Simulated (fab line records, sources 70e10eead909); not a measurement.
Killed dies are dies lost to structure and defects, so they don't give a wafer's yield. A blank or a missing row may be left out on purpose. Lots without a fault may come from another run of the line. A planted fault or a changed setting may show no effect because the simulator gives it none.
fab line records | flow nand_harc
record lots=22 wafers=66 last_day=25
route steps=1159 shown A_STAIRCASE@738 A_SGD_CUT@776 A_SLIT@795 A_SIN_REMOVE@808 A_WL_FILL@834 A_CONTACT@860
lots that met no fault: from a run of the same line without faults
start_h: hours from the record's first day to the start of the lot's first wafer shown | wait_h: hours since the lot's step before | " the same as in the row above | L1.1+2: a row that stands for several wafers | - no value, or no start given | * or withheld: withheld | < > ~ a bound
route shown NAME@n: a module of which the file shows steps, and the number in the route of the first | usual: mean/standard deviation of fault-free wafers | same: alike in all rows | chamber/n: place in a boat | sites: the reading at each site | _std_site: their standard deviation | _edge_site: outer sites' mean less inner sites' | radius_mm: how far each site lies from the wafer's centre | mask NAME#n: copy n | behind: the tool/chamber that last shaped the wafer | hold: why the lot was held/for how many hours/how that ended | device: the transistor (n, p or np) that didn't switch | end of line: the same wafers' tests at the end of the route | a step without rows: its recipe alone | killed: dies lost to structure and defects at the first sort, not the wafer's yield | map: a wafer's dies, x killed, . not, _ none there
set.NAME: the setting as run; set.NAME@STEP: as run at that earlier step | model.NAME: the simulator's own value behind a step, which no gauge read
steps of the route over a sample of lots; a table a step, a row a wafer
services: from which hour (start_h, from the record's first day; less than 0 if before it) a tool's chamber was out of use, for how many hours, and why
## steps
# step NHARC_A_STAIRCASE_ETCHBACK_422
# recipe target_depth_a=400 over_etch_frac=0.3 time_s=74.286 ion_energy_ev=120 ch3f_flow_sccm=50 o2_flow_sccm=30 ar_flow_sccm=200 rf_w=500 bias_w=100 chemistry=CH3F/O2
# usual drypump_motor_current_A=5.8/0.31 oes_product_au=0.96/0.038 rf_vpp_V=244.5/1.5 showerhead_plenum_p_Torr=2.47/0.085 throttle_valve_pct=20.664/0.0087
# columns lot.wafer tool chamber start_h wait_h drypump_motor_current_A oes_product_au rf_hours_counter_h rf_vpp_V showerhead_plenum_p_Torr throttle_valve_pct
L076.1 rie_diel-11 3 309.86 0.1 5.5 0.98 41 243.8 2.49 20.657
L076.2 " 0 " " 6.1 0.97 31 243.6 2.48 20.653
L076.5 " 3 " " 5.5 0.97 - 246.3 2.49 20.676
L075.4 rie_diel-02 3 310.24 0.1 6.4 0.92 56 242.3 2.27 20.670
L075.5 " 2 " " 5.7 0.92 - 244.2 2.39 20.647
L075.6 " 3 " " 6.5 0.91 - 242.2 2.27 20.648
L074.1 rie_diel-03 0 315.64 0.1 5.9 0.93 30 243.1 2.45 20.668
L074.2 " 3 " " 5.7 0.92 33 242.4 2.35 20.650
L074.6 " 0 " " 5.9 0.92 - 244.3 2.45 20.670
L077.1 rie_diel-11 0 330.32 0.1 6.1 0.92 37 245.0 2.48 20.660
L077.6 " 0 " " 6.1 0.93 - 244.9 2.48 20.680
L077.5 " 1 " " 5.9 0.93 - 243.8 2.48 20.674
L080.3 rie_diel-11 2 334.61 0.2 5.4 0.93 50 244.7 2.56 20.661
L080.6 " 3 " " 5.5 0.93 - 244.3 2.49 20.663
L080.5 " 0 " " 6.1 0.93 - 244.7 2.48 20.657
L079.4 rie_diel-03 1 335.14 0.2 5.6 0.93 36 243.5 2.47 20.660
L079.1 " 2 " " 5.9 0.91 39 246.4 2.55 20.657
L079.3 " 3 " " 5.7 0.92 42 241.9 2.35 20.675
L078.4 rie_diel-03 1 336.06 0.1 5.6 1.01 36 246.1 2.47 20.665
L078.3 " 2 " " 5.9 0.99 39 246.7 2.55 20.674
L078.2 " 3 " " 5.7 0.99 43 243.5 2.35 20.664
L081.2 rie_diel-03 3 347.60 0.1 5.7 0.92 47 242.8 2.35 20.670
L081.4 " 0 " " 5.9 0.94 44 243.8 2.45 20.659
L081.5 " 0 " " 5.8 0.92 - 243.5 2.45 20.652
L083.1 rie_diel-03 1 360.64 0.1 5.6 0.93 48 243.3 2.47 20.664
L083.4 " 0 " " 5.9 0.92 48 243.9 2.45 20.676
L083.6 " 2 " " 5.9 0.92 - 245.4 2.54 20.688
L084.2 rie_diel-03 0 361.28 0.2 5.9 1.01 49 244.6 2.45 20.654
L084.4 " 3 " " 5.7 0.99 53 241.0 2.35 20.670
L084.6 " 1 " " 5.6 1.02 - 245.9 2.47 20.651
L088.4 rie_diel-11 0 381.38 0.2 6.1 1.01 2 243.4 2.47 20.647
L088.6 " 2 " " 5.4 1.01 - 246.9 2.55 20.663
L088.5 " 3 " " 5.5 1.00 - 245.2 2.48 20.671
L085.2 rie_diel-11 1 381.68 0.2 5.8 1.00 2 244.5 2.47 20.667
L085.1 " 2 " " 5.4 1.00 2 246.0 2.55 20.658
L085.4 " 3 " " 5.5 0.99 2 244.4 2.48 20.659
L086.1 rie_diel-03 2 392.23 0.2 5.9 0.92 59 245.2 2.54 20.655
L086.4 " 3 " " 5.7 0.92 61 243.7 2.34 20.653
L086.5 " 1 " " 5.7 0.94 - 243.3 2.46 20.652
L087.1 rie_diel-03 2 402.45 0.2 5.9 1.01 1 244.4 2.54 20.667
L087.4 " 3 " " 5.7 1.01 1 242.4 2.34 20.661
L087.2 " 0 " " 5.9 1.00 1 244.0 2.44 20.665
L090.2 rie_diel-02 0 402.63 0.1 6.3 0.91 25 243.7 2.37 20.655
L090.1 " 2 " " 5.7 0.92 24 243.9 2.38 20.666
L090.4 " 3 " " 6.5 0.93 24 247.8 2.65 20.663
L089.2 rie_diel-02 3 403.90 0.1 6.5 0.99 24 246.0 2.65 20.658
L089.1 " 0 " " 6.3 0.99 26 243.6 2.37 20.660
L089.5 " 0 " " 6.3 0.99 - 242.0 2.37 20.662
L091.3 rie_diel-11 1 404.35 0.2 5.9 0.93 11 244.4 2.47 20.665
L091.2 " 3 " " 5.5 0.92 13 245.3 2.48 20.671
L091.6 " 0 " " 6.1 0.92 - 243.8 2.47 20.673
L092.4 rie_diel-03 2 419.41 0.1 5.9 0.99 7 245.5 2.54 20.666
L092.1 " 3 " " 5.8 0.99 7 242.6 2.34 20.666
L092.3 " 1 " " 5.7 0.97 7 244.2 2.46 20.662
L094.2 rie_diel-11 0 419.45 0.1 6.1 1.02 17 243.9 2.47 20.652
L094.1 " 3 " " 5.5 0.99 18 244.4 2.48 20.665
L094.6 " 0 " " 6.1 1.01 - 244.8 2.46 20.671
L095.3 rie_diel-03 2 419.74 0.2 5.9 1.01 7 244.4 2.54 20.671
L095.6 " 3 " " 5.7 1.00 - 242.8 2.34 20.658
L095.5 " 0 " " 5.9 0.99 - 244.5 2.44 20.650
L096.2 rie_diel-02 0 441.53 0.1 6.3 0.93 39 242.3 2.37 20.663
L096.4 " 1 " " 5.1 0.92 40 246.8 2.64 20.661
L096.1 " 2 " " 5.7 0.93 38 242.7 2.37 20.670
L097.1 rie_diel-02 0 452.60 0.2 6.3 1.00 43 243.1 2.37 20.648
L097.4 " 1 " " 5.1 1.00 45 245.9 2.64 20.666
L097.2 " 2 " " 5.6 1.01 44 241.6 2.37 20.671
# step NHARC_A_SGD_CUT_ETCHBACK_24
# recipe target_depth_a=500 over_etch_frac=0.3 time_s=92.857 ion_energy_ev=120 ch3f_flow_sccm=50 o2_flow_sccm=30 ar_flow_sccm=200 rf_w=500 bias_w=100 chemistry=CH3F/O2
# usual drypump_motor_current_A=5.8/0.67 oes_product_au=0.97/0.036 rf_vpp_V=244.0/1.8 showerhead_plenum_p_Torr=2.44/0.12 throttle_valve_pct=20.663/0.0098
# columns lot.wafer tool chamber start_h wait_h drypump_motor_current_A oes_product_au rf_hours_counter_h rf_vpp_V showerhead_plenum_p_Torr throttle_valve_pct
L076.1 rie_diel-04 1 319.00 0.2 6.6 0.95 2 245.2 2.41 20.675
L076.2 " 2 " " 5.7 0.94 1 240.8 2.30 20.656
L076.5 " 1 " " 6.6 0.95 - 244.4 2.41 20.666
L075.4 rie_diel-06 1 319.03 0.1 6.3 0.94 6 243.7 2.34 20.661
L075.5 " 0 " " 6.6 0.91 - 243.4 2.55 20.671
L075.6 " 1 " " 6.3 0.94 - 242.4 2.34 20.674
L074.1 rie_diel-04 2 324.23 0.2 5.7 0.91 1 240.8 2.30 20.663
L074.2 " 0 " " 5.3 0.92 2 242.1 2.31 20.664
L074.6 " 2 " " 5.7 0.91 - 243.7 2.30 20.665
L077.1 rie_diel-06 1 339.71 0.2 6.3 1.01 8 244.8 2.34 20.654
L077.6 " 2 " " 5.5 0.99 - 245.7 2.57 20.660
L077.5 " 3 " " 6.4 0.98 - 246.0 2.54 20.700
L080.3 rie_diel-04 3 343.22 0.2 5.2 1.00 3 248.0 2.63 20.655
L080.6 " 0 " " 5.3 1.00 - 243.5 2.31 20.673
L080.5 " 1 " " 6.6 1.02 - 243.3 2.41 20.667
L079.3 rie_diel-06 0 343.23 0.2 6.6 0.92 8 246.0 2.55 20.668
L079.1 " 1 " " 6.3 0.94 8 242.2 2.34 20.670
L079.4 " 2 " " 5.5 0.93 9 245.1 2.57 20.641
L078.2 rie_diel-04 0 343.28 0.2 5.3 1.01 3 243.8 2.31 20.657
L078.4 " 1 " " 6.6 1.02 3 243.0 2.41 20.656
L078.3 " 2 " " 5.7 0.99 2 243.0 2.30 20.661
L081.4 rie_diel-04 0 356.01 0.1 5.3 0.94 4 241.7 2.31 20.657
L081.2 " 1 " " 6.6 0.95 4 243.2 2.41 20.645
L081.5 " 0 " " 5.2 0.95 - 242.8 2.31 20.685
L084.4 rie_diel-06 2 369.27 0.2 5.5 1.00 12 246.2 2.57 20.672
L084.2 " 3 " " 6.4 0.99 11 245.3 2.54 20.648
L084.6 " 2 " " 5.5 0.99 - 246.3 2.57 20.663
L083.4 rie_diel-04 3 369.35 0.2 5.2 0.92 5 246.7 2.63 20.657
L083.1 " 1 " " 6.6 0.94 5 244.5 2.41 20.644
L083.6 " 3 " " 5.2 0.91 - 247.5 2.63 20.659
L085.1 rie_diel-04 2 389.94 0.1 5.7 0.99 5 242.9 2.30 20.679
L085.2 " 3 " " 5.2 1.00 6 247.5 2.63 20.654
L085.4 " 1 " " 6.6 1.02 6 243.9 2.41 20.659
L088.4 rie_diel-05 2 389.96 0.2 4.7 0.96 5 242.7 2.33 20.673
L088.6 " 1 " " 6.4 0.95 - 246.3 2.55 20.682
L088.5 " 2 " " 4.7 0.96 - 240.9 2.33 20.666
L086.4 rie_diel-05 2 402.44 0.1 4.7 1.00 6 241.6 2.33 20.663
L086.1 " 1 " " 6.4 1.00 6 245.4 2.55 20.668
L086.5 " 2 " " 4.7 1.00 - 242.6 2.33 20.658
L090.4 rie_diel-06 0 410.94 0.2 6.5 0.91 13 245.7 2.55 20.666
L090.2 " 2 " " 5.5 0.92 15 246.7 2.57 20.671
L090.1 " 3 " " 6.4 0.92 14 245.3 2.53 20.675
L087.1 rie_diel-04 1 410.95 0.1 6.6 0.94 8 244.1 2.41 20.655
L087.2 " 2 " " 5.7 0.92 8 242.3 2.30 20.661
L087.4 " 3 " " 5.2 0.92 8 246.8 2.63 20.650
L089.2 rie_diel-05 3 410.99 0.1 6.4 1.01 8 244.7 2.45 20.671
L089.1 " 2 " " 4.7 1.00 8 243.5 2.33 20.653
L089.5 " 3 " " 6.4 1.00 - 243.7 2.46 20.656
L091.3 rie_diel-05 1 411.09 0.1 6.3 1.00 7 245.4 2.55 20.673
L091.2 " 2 " " 4.7 1.00 8 242.4 2.33 20.673
L091.6 " 2 " " 4.7 1.01 - 241.4 2.33 20.670
L094.2 rie_diel-06 0 428.49 0.2 6.6 1.00 0 244.7 2.55 20.660
L094.1 " 2 " " 5.5 1.00 0 244.5 2.57 20.654
L094.6 " 0 " " 6.6 0.99 - 245.1 2.55 20.667
L092.4 rie_diel-05 1 428.60 0.2 6.4 0.99 9 244.6 2.55 20.673
L092.1 " 2 " " 4.7 0.98 9 242.5 2.33 20.648
L092.3 " 3 " " 6.4 0.98 9 244.5 2.45 20.672
L095.3 rie_diel-06 2 428.63 0.2 5.5 1.00 0 245.0 2.57 20.644
L095.5 " 3 " " 6.4 1.00 - 245.5 2.53 20.649
L095.6 " 0 " " 6.6 0.98 - 245.3 2.55 20.663
L096.4 rie_diel-05 0 449.89 0.1 4.7 0.98 11 240.7 2.33 20.663
L096.2 " 1 " " 6.4 0.97 11 243.2 2.55 20.667
L096.1 " 3 " " 6.4 0.98 12 244.2 2.45 20.672
L097.4 rie_diel-04 2 460.87 0.2 5.7 0.99 10 242.1 2.30 20.657
L097.2 " 3 " " 5.2 1.00 10 246.4 2.63 20.680
L097.1 " 0 " " 5.3 0.99 11 241.8 2.31 20.661
# step NHARC_A_SLIT_ETCH_15
# recipe target_depth_a=32000 over_etch_frac=0.3 time_s=832 ion_energy_ev=150 o2_flow_sccm=400 cos_flow_sccm=20 ar_flow_sccm=0 rf_w=500 bias_w=300 chemistry=O2/COS
# usual drypump_motor_current_A=5.8/0.49 oes_product_au=1.000/0.011 rf_vpp_V=314.1/2.4 showerhead_plenum_p_Torr=3.12/0.15 throttle_valve_pct=28.330/0.01
# columns lot.wafer tool chamber start_h wait_h drypump_motor_current_A oes_product_au rf_hours_counter_h rf_vpp_V showerhead_plenum_p_Torr throttle_valve_pct
L076.1 rie_diel-08 3 - - 5.7 0.979 1 315.1 3.13 28.322
L076.2 " 0 " " 6.3 0.995 1 313.7 3.09 28.326
L076.5 " 2 " " 5.4 1.000 - 312.1 3.02 28.348
L075.5 rie_diel-08 3 - - 5.7 0.982 - 313.2 3.13 28.343
L075.4 " 0 " " 6.3 1.001 - 313.9 3.09 28.327
L075.6 " 1 " " 5.9 1.003 - 310.7 2.93 28.342
L074.1 rie_diel-01 0 - - 6.0 1.006 0 311.3 2.94 28.338
L074.2 " 2 " " 6.0 1.017 0 312.6 2.98 28.323
L074.6 " 0 " " 6.0 1.018 - 311.2 2.94 28.328
L077.1 rie_diel-12 1 - - 6.2 0.985 9 318.2 3.32 28.350
L077.5 " 3 " " 5.0 0.987 - 312.2 2.98 28.316
L077.6 " 0 " " 6.5 1.015 - 318.1 3.35 28.329
L080.3 rie_diel-01 3 - - 5.8 1.011 1 313.9 3.05 28.323
L080.6 " 0 " " 6.1 1.014 - 310.6 2.94 28.317
L080.5 " 1 " " 4.8 1.006 - 316.2 3.30 28.309
L079.3 rie_diel-08 1 - - 6.0 0.993 4 310.8 2.93 28.317
L079.4 " 2 " " 5.4 1.007 3 314.2 3.02 28.335
L079.1 " 0 " " 6.3 1.009 4 312.5 3.09 28.331
L078.4 rie_diel-12 1 - - 6.2 0.999 9 317.3 3.32 28.327
L078.3 " 2 " " 5.8 1.002 10 316.4 3.35 28.317
L078.2 " 3 " " 5.0 1.000 11 311.5 2.98 28.328
L081.2 rie_diel-01 2 - - 6.0 1.013 2 311.8 2.98 28.329
L081.4 " 3 " " 5.8 1.011 2 313.9 3.05 28.342
L081.5 " 2 " " 6.0 1.014 - 312.2 2.98 28.326
L084.2 rie_diel-01 3 - - 5.8 1.031 3 313.8 3.05 28.334
L084.4 " 0 " " 6.0 1.004 3 310.4 2.93 28.331
L084.6 " 2 " " 6.1 1.005 - 310.7 2.98 28.348
L083.1 rie_diel-08 3 - - 5.7 0.980 6 314.7 3.13 28.325
L083.4 " 1 " " 5.9 0.991 6 310.5 2.93 28.329
L083.6 " 2 " " 5.4 0.985 - 312.7 3.02 28.320
L085.2 rie_diel-08 0 - - 6.3 1.006 6 312.9 3.09 28.339
L085.4 " 1 " " 5.9 1.001 6 312.6 2.93 28.322
L085.1 " 2 " " 5.4 0.992 6 313.1 3.02 28.339
L088.4 rie_diel-12 3 - - 5.0 0.997 0 311.2 2.98 28.342
L088.6 " 2 " " 5.8 0.991 - 316.9 3.35 28.334
L088.5 " 3 " " 5.0 0.991 - 313.0 2.98 28.325
L086.1 rie_diel-12 1 - - 6.3 1.001 1 315.3 3.32 28.327
L086.4 " 3 " " 5.0 0.998 2 312.0 2.98 28.343
L086.5 " 1 " " 6.2 0.997 - 317.0 3.32 28.338
L090.4 rie_diel-01 2 - - 6.0 1.016 6 313.0 2.98 28.329
L090.1 " 0 " " 6.1 1.014 6 310.3 2.93 28.334
L090.2 " 1 " " 4.8 1.007 7 317.5 3.30 28.327
L087.1 rie_diel-12 3 - - 5.0 0.999 3 312.1 2.98 28.334
L087.4 " 1 " " 6.2 0.989 3 317.0 3.32 28.330
L087.2 " 2 " " 5.8 0.995 3 316.9 3.35 28.310
L089.2 rie_diel-08 2 - - 5.4 0.999 7 313.7 3.02 28.332
L089.1 " 3 " " 5.7 0.978 9 315.2 3.13 28.336
L089.5 " 2 " " 5.4 0.992 - 312.1 3.02 28.313
L091.2 rie_diel-01 0 - - 6.0 1.006 6 310.8 2.93 28.326
L091.3 " 3 " " 5.8 1.019 6 313.3 3.05 28.334
L091.6 " 1 " " 4.8 1.007 - 316.8 3.30 28.320
L094.1 rie_diel-08 3 - - 5.7 0.981 9 314.6 3.13 28.322
L094.2 " 0 " " 6.3 1.000 8 314.8 3.09 28.334
L094.6 " 0 " " 6.3 1.003 - 313.5 3.09 28.344
L095.3 rie_diel-12 3 - - 5.0 1.002 5 311.6 2.98 28.335
L095.5 " 1 " " 6.3 0.990 - 316.1 3.32 28.321
L095.6 " 2 " " 5.9 0.997 - 316.3 3.35 28.331
L092.3 rie_diel-08 2 - - 5.4 0.996 8 312.5 3.02 28.326
L092.4 " 3 " " 5.6 0.981 10 314.4 3.13 28.310
L092.1 " 0 " " 6.4 1.013 9 313.3 3.09 28.337
L096.2 rie_diel-12 0 - - 6.5 0.995 6 316.6 3.34 28.337
L096.1 " 1 " " 6.3 1.013 6 317.3 3.32 28.317
L096.4 " 2 " " 5.8 0.989 6 318.1 3.35 28.325
L097.2 rie_diel-01 0 - - 6.1 1.016 10 312.9 2.93 28.336
L097.1 " 1 " " 4.8 1.000 10 318.2 3.30 28.318
L097.4 " 2 " " 6.0 1.004 9 314.3 2.98 28.311
# step NHARC_A_SIN_REMOVE_INSPECT_04
# usual raw_defect_count=291/77
# columns lot.wafer tool chamber start_h wait_h raw_defect_count
L076.1 defect_inspect-02 - 333.56 0.0 346
L076.2 " - " " 244
L076.5 " - " " 440
L075.4 defect_inspect-01 - 333.57 0.0 221
L075.5 " - " " 352
L075.6 " - " " 349
L074.1 defect_inspect-01 - 338.87 0.1 279
L074.2 " - " " 407
L074.6 " - " " 267
L077.1 defect_inspect-02 - 355.77 0.0 261
L077.5 " - " " 363
L077.6 " - " " 365
L080.3 defect_inspect-01 - 355.79 0.0 268
L080.5 " - " " 326
L080.6 " - " " 377
L079.1 defect_inspect-02 - 355.81 0.0 253
L079.3 " - " " 192
L079.4 " - " " 303
L078.2 defect_inspect-01 - 359.38 0.0 179
L078.3 " - " " 192
L078.4 " - " " 220
L081.2 defect_inspect-02 - 372.18 0.0 310
L081.4 " - " " 332
L081.5 " - " " 329
L083.1 defect_inspect-01 - 386.23 0.1 216
L083.4 " - " " 221
L083.6 " - " " 177
L084.2 defect_inspect-02 - 386.23 0.1 327
L084.4 " - " " 294
L084.6 " - " " 359
L085.1 defect_inspect-01 - 404.40 0.0 306
L085.2 " - " " 224
L085.4 " - " " 270
L088.4 defect_inspect-02 - 404.41 0.0 300
L088.5 " - " " 314
L088.6 " - " " 409
L086.1 defect_inspect-01 - 417.39 0.0 286
L086.4 " - " " 273
L086.5 " - " " 216
L087.1 defect_inspect-01 - 427.28 0.0 514
L087.2 " - " " 319
L087.4 " - " " 269
L090.1 defect_inspect-02 - 427.28 0.0 229
L090.2 " - " " 504
L090.4 " - " " 207
L089.1 defect_inspect-02 - 427.29 0.0 254
L089.2 " - " " 185
L089.5 " - " " 221
L091.2 defect_inspect-02 - 430.64 0.0 264
L091.3 " - " " 245
L091.6 " - " " 254
L094.1 defect_inspect-02 - 447.33 0.1 345
L094.2 " - " " 340
L094.6 " - " " 333
L092.1 defect_inspect-02 - 450.70 0.0 349
L092.3 " - " " 311
L092.4 " - " " 287
L095.3 defect_inspect-01 - 450.71 0.0 314
L095.5 " - " " 248
L095.6 " - " " 244
L096.1 defect_inspect-02 - 464.43 0.0 342
L096.2 " - " " 246
L096.4 " - " " 317
L097.1 defect_inspect-01 - 476.41 0.0 183
L097.2 " - " " 258
L097.4 " - " " 278
# step NHARC_A_WL_FILL_CMP_12
# recipe t_overpolish_s=30 target_thk_nm=75
# usual motor_current_A=11.9/0.82 overpolish_run_s=30.001/0.0086 time_to_endpoint_s=14.9/2.5
# columns lot.wafer tool chamber start_h wait_h motor_current_A overpolish_run_s time_to_endpoint_s
L075.4 cmp-01 3 360.40 2.9 12.4 29.996 18.0
L075.5 " 0 " " 11.7 29.988 19.2
L075.6 " 1 " " 13.8 29.985 16.0
L076.1 cmp-04 1 361.08 4.4 11.6 29.998 14.3
L076.2 " 2 " " 11.6 30.009 14.0
L076.5 " 1 " " 11.4 29.989 16.1
L074.2 cmp-02 2 372.22 3.6 11.6 29.993 14.8
L074.1 " 0 " " 10.1 30.003 14.3
L074.6 " 3 " " 12.1 29.982 15.5
L079.1 cmp-01 3 390.92 3.6 12.3 30.009 13.8
L079.4 " 0 " " 12.6 29.994 12.5
L079.3 " 2 " " 11.3 30.006 12.5
L080.3 cmp-04 1 395.16 2.9 11.3 29.990 11.9
L080.6 " 1 " " 11.5 29.991 12.9
L080.5 " 2 " " 12.0 29.999 10.6
L077.1 cmp-04 0 397.05 4.4 11.2 30.001 13.5
L077.6 " 2 " " 12.4 29.992 14.9
L077.5 " 3 " " 13.0 30.012 8.8
L078.2 cmp-04 0 404.18 3.7 10.7 30.007 17.1
L078.3 " 2 " " 11.2 29.998 14.9
L078.4 " 3 " " 12.4 30.004 14.1
L081.4 cmp-04 1 407.29 2.9 11.5 30.006 15.9
L081.2 " 3 " " 12.3 29.993 11.9
L081.5 " 2 " " 12.0 30.010 11.9
L083.4 cmp-01 1 420.69 2.2 12.9 29.994 12.1
L083.1 " 2 " " 11.1 30.009 13.7
L083.6 " 1 " " 13.5 29.988 13.7
L084.4 cmp-01 1 424.79 2.9 13.3 30.004 14.3
L084.2 " 2 " " 11.3 30.012 17.7
L084.6 " 2 " " 10.6 30.010 17.1
L085.4 cmp-04 0 432.13 2.2 11.2 30.009 18.9
L085.2 " 1 " " 11.2 29.995 17.1
L085.1 " 2 " " 11.5 30.019 18.0
L088.4 cmp-01 2 432.14 2.9 10.5 29.991 12.5
L088.6 " 3 " " 12.3 30.007 16.3
L088.5 " 0 " " 12.0 29.994 13.9
L086.4 cmp-04 2 448.07 2.9 12.1 29.997 14.7
L086.1 " 3 " " 12.1 30.003 15.3
L086.5 " 2 " " 11.9 30.011 14.8
L090.1 cmp-01 3 456.67 3.6 11.9 30.009 10.1
L090.4 " 0 " " 11.0 30.011 10.7
L090.2 " 1 " " 13.3 30.009 7.3
L087.2 cmp-04 1 456.68 4.3 11.8 29.996 12.9
L087.1 " 2 " " 11.7 30.016 14.3
L087.4 " 0 " " 11.7 29.994 12.8
L089.2 cmp-01 3 460.92 3.6 11.8 29.998 14.7
L089.1 " 0 " " 11.8 29.992 17.6
L089.5 " 3 " " 12.1 30.009 15.9
L091.2 cmp-04 0 465.24 3.6 11.3 29.985 14.9
L091.3 " 2 " " 11.7 29.989 13.2
L091.6 " 0 " " 11.0 30.005 14.4
L094.2 cmp-02 1 481.51 6.5 13.6 29.994 15.7
L094.1 " 2 " " 11.7 29.995 17.3
L094.6 " 0 " " 10.3 30.000 15.8
L092.4 cmp-04 1 481.70 2.2 11.3 29.996 15.7
L092.3 " 3 " " 12.1 29.987 14.0
L092.1 " 0 " " 10.9 29.992 14.3
L095.3 cmp-01 0 486.24 2.2 11.4 29.995 16.9
L095.5 " 3 " " 12.2 30.015 16.3
L095.6 " 0 " " 11.9 29.997 18.2
L096.2 cmp-02 2 499.00 4.3 11.4 30.016 18.5
L096.4 " 0 " " 9.5 29.992 15.6
L096.1 " 1 " " 13.1 30.005 19.1
L097.2 cmp-04 3 512.79 4.2 11.6 30.003 15.8
L097.4 " 0 " " 11.3 29.996 16.6
L097.1 " 2 " " 12.1 29.992 15.6
# step NHARC_A_CONTACT_ETCH_50
# recipe target_depth_a=847 time_s=42.4 cf4_flow_sccm=100 chf3_flow_sccm=30 ar_flow_sccm=0 rf_w=500 bias_w=200 chemistry=CF4/CHF3
# usual drypump_motor_current_A=5.83/0.26 oes_product_au=0.950/0.022 rf_vpp_V=369.8/2.5 showerhead_plenum_p_Torr=1.55/0.069 throttle_valve_pct=16.801/0.0096
# columns lot.wafer tool chamber start_h wait_h drypump_motor_current_A oes_product_au rf_hours_counter_h rf_vpp_V showerhead_plenum_p_Torr throttle_valve_pct
L075.4 rie_diel-09 0 - - 5.76 0.983 20 367.3 1.50 16.800
L075.6 " 3 " " 6.11 0.971 - 371.1 1.59 16.823
L075.5 " 0 " " 5.76 0.989 - 367.6 1.50 16.800
L076.1 rie_diel-09 3 - - 6.11 0.960 22 370.2 1.59 16.787
L076.2 " 0 " " 5.77 0.970 20 366.7 1.50 16.798
L076.5 " 3 " " 6.09 0.963 - 372.6 1.59 16.811
L074.2 rie_diel-03 3 - - 5.70 0.921 56 368.3 1.50 16.792
L074.1 " 2 " " 5.91 0.916 54 371.2 1.63 16.812
L074.6 " 3 " " 5.73 0.914 - 368.5 1.50 16.789
L079.4 rie_diel-09 2 - - 6.00 0.951 24 366.3 1.46 16.807
L079.3 " 3 " " 6.10 0.982 27 372.0 1.59 16.799
L079.1 " 0 " " 5.77 0.974 25 368.2 1.50 16.812
L080.3 rie_diel-09 3 - - 6.08 0.957 28 372.3 1.59 16.814
L080.5 " 1 " " 5.46 0.962 - 368.2 1.49 16.779
L080.6 " 2 " " 6.01 0.937 - 367.3 1.46 16.805
L077.1 rie_diel-09 3 - - 6.06 0.987 29 369.8 1.59 16.809
L077.6 " 2 " " 6.01 0.949 - 366.2 1.46 16.791
L077.5 " 3 " " 6.08 0.982 - 371.5 1.59 16.807
L078.2 rie_diel-09 3 - - 6.10 0.975 30 371.8 1.59 16.805
L078.4 " 0 " " 5.76 0.949 28 367.5 1.50 16.802
L078.3 " 2 " " 6.00 0.953 27 367.8 1.46 16.799
L081.4 rie_diel-03 2 - - 5.86 0.966 3 373.0 1.62 16.803
L081.2 " 0 " " 5.92 0.973 3 371.8 1.56 16.813
L081.5 " 2 " " 5.88 0.958 - 373.0 1.62 16.791
L083.1 rie_diel-09 2 - - 5.99 0.963 29 368.0 1.46 16.800
L083.4 " 3 " " 6.06 0.986 33 370.8 1.59 16.804
L083.6 " 3 " " 6.09 0.988 - 370.4 1.59 16.796
L084.4 rie_diel-03 0 - - 5.86 0.959 11 368.5 1.56 16.797
L084.2 " 1 " " 5.63 0.953 11 369.7 1.57 16.812
L084.6 " 1 " " 5.65 0.961 - 369.9 1.57 16.792
L088.4 rie_diel-03 1 - - 5.64 0.920 15 370.6 1.57 16.803
L088.6 " 2 " " 5.87 0.943 - 372.2 1.62 16.787
L088.5 " 3 " " 5.73 0.941 - 367.4 1.50 16.794
L085.1 rie_diel-03 2 - - 5.87 0.939 16 372.4 1.62 16.808
L085.2 " 0 " " 5.89 0.941 17 371.0 1.56 16.808
L085.4 " 1 " " 5.62 0.923 16 369.4 1.57 16.778
L086.1 rie_diel-09 1 - - 5.47 0.941 3 368.7 1.49 16.814
L086.4 " 2 " " 6.01 0.953 2 375.0 1.70 16.807
L086.5 " 1 " " 5.46 0.955 - 368.4 1.49 16.795
L090.4 rie_diel-03 1 - - 5.66 0.941 27 370.8 1.57 16.808
L090.1 " 2 " " 5.88 0.945 25 371.4 1.62 16.810
L090.2 " 3 " " 5.74 0.953 25 368.7 1.49 16.806
L087.4 rie_diel-09 1 - - 5.47 0.908 5 366.1 1.48 16.798
L087.1 " 2 " " 6.01 0.920 4 373.2 1.70 16.806
L087.2 " 3 " " 6.11 0.919 4 371.7 1.59 16.801
L089.1 rie_diel-02 3 - - 6.45 0.922 47 375.1 1.69 16.793
L089.2 " 0 " " 6.28 0.927 48 368.5 1.52 16.802
L089.5 " 3 " " 6.45 0.921 - 374.9 1.69 16.816
L091.3 rie_diel-03 2 - - 5.91 0.970 27 372.3 1.62 16.818
L091.2 " 3 " " 5.73 0.957 28 368.2 1.49 16.797
L091.6 " 1 " " 5.63 0.942 - 369.0 1.57 16.795
L094.2 rie_diel-09 0 - - 5.78 0.978 9 367.4 1.49 16.792
L094.1 " 3 " " 6.09 0.976 8 370.0 1.59 16.804
L094.6 " 0 " " 5.76 0.979 - 367.6 1.49 16.775
L092.4 rie_diel-02 3 - - 6.45 0.914 55 375.1 1.69 16.806
L092.1 " 1 " " 5.08 0.924 53 375.0 1.69 16.792
L092.3 " 2 " " 5.65 0.925 56 370.0 1.51 16.800
L095.3 rie_diel-09 3 - - 6.11 0.966 9 370.8 1.59 16.789
L095.6 " 1 " " 5.47 0.974 - 369.0 1.48 16.790
L095.5 " 2 " " 6.00 0.989 - 374.8 1.70 16.811
L096.2 rie_diel-03 0 - - 5.89 0.932 39 370.2 1.55 16.817
L096.4 " 1 " " 5.63 0.916 41 369.5 1.57 16.800
L096.1 " 2 " " 5.90 0.929 40 370.9 1.61 16.805
L097.1 rie_diel-03 2 - - 5.91 0.994 45 371.9 1.61 16.798
L097.4 " 3 " " 5.75 0.972 45 368.0 1.49 16.787
L097.2 " 0 " " 5.88 0.961 45 368.0 1.55 16.817
## services
# columns tool chamber start_h hours kind
rie_diel-04 - 288.90 9.0 pm
cmp-04 - 301.07 4.0 pm
rie_diel-08 - 301.81 9.0 pm
cmp-04 - 311.77 0.7 repair
cmp-01 - 320.99 1.7 repair
rie_diel-08 2 323.80 4.1 repair
rie_diel-09 2 350.26 6.1 repair
rie_diel-03 1 362.93 8.5 repair
cmp-01 - 368.70 0.5 repair
cmp-01 - 375.83 4.0 pm
rie_diel-03 - 392.40 9.0 pm
cmp-01 - 395.10 2.0 repair
cmp-04 - 399.07 4.0 pm
rie_diel-08 2 404.82 6.8 repair
rie_diel-09 1 416.14 3.3 repair
rie_diel-08 1 429.20 4.5 repair
rie_diel-09 - 431.41 9.0 pm
rie_diel-08 2 448.00 11.9 repair
cmp-01 - 449.78 2.5 repair
rie_diel-08 0 460.50 2.8 repair
rie_diel-04 - 465.90 9.0 pm
rie_diel-03 0 486.63 5.8 repair
cmp-04 - 497.07 4.0 pm
rie_diel-09 2 509.84 4.7 repair
## key
fault none
